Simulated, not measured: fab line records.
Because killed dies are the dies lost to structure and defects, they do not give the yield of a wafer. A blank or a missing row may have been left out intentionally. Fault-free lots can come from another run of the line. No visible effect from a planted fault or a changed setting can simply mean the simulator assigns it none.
Chamber matching | flow nand harc | NHARC_A_CONTACT_STRIP_82 on rie diel-04: 4 sister chambers
The step strips in O2. 8 wafers are shown with their chamber, then 9 later ones without.

## EACH WAFER AND ITS CHAMBER
wafer  | chamber | showerhead plenum p Torr (Torr) | drypump motor current A (A)
L998.4 | 2       | 3.47                            | 5.6
L998.5 | 3       | 3.53                            | 4.9
L998.6 | 2       | 3.47                            | 5.6
L113.5 | 1       | 3.49                            | 5.9
L113.6 | 0       | 3.30                            | 5.6
L112.1 | 3       | 3.52                            | 5.0
L112.2 | 0       | 3.30                            | 5.6
L112.5 | 1       | 3.49                            | 5.9

## WAFERS WHOSE CHAMBER IS MISSING
wafer  | showerhead plenum p Torr (Torr) | drypump motor current A (A)
L116.3 | 3.49                            | 5.9
L116.4 | 3.46                            | 5.6
L116.6 | 3.30                            | 5.6
L115.2 | 3.46                            | 5.6
L115.5 | 3.30                            | 5.6
L115.6 | 3.52                            | 5.0
L114.1 | 3.46                            | 5.6
L114.2 | 3.49                            | 5.9
L114.6 | 3.46                            | 5.6

## THE CHAMBER EACH PASSED THROUGH
wafer  | from the rows above | in truth
L116.3 | 1                   | 1
L116.4 | 2                   | 2
L116.6 | 0                   | 0
L115.2 | 2                   | 2
L115.5 | 0                   | 0
L115.6 | 3                   | 3
L114.1 | 2                   | 2
L114.2 | 1                   | 1
L114.6 | 2                   | 2
Correctly placed: 9 of 9. From these rows, 0 cannot be placed. Wrongly placed: 0.
How it was worked out, from the rows above alone: a wafer's distance from a chamber is the root of the sum, over the readings, of the square of ((its reading less the chamber's mean) divided by the reading's scatter). If the next closest chamber is less than 2 further off than the closest, the wafer can't be placed; otherwise it belongs to the closest. The mean given for a chamber averages the wafers shown for that chamber. How the scatter is found: for the shown wafers, subtract from each reading the mean of its chamber, square and add these, divide the total by (wafers less chambers), then take the root.
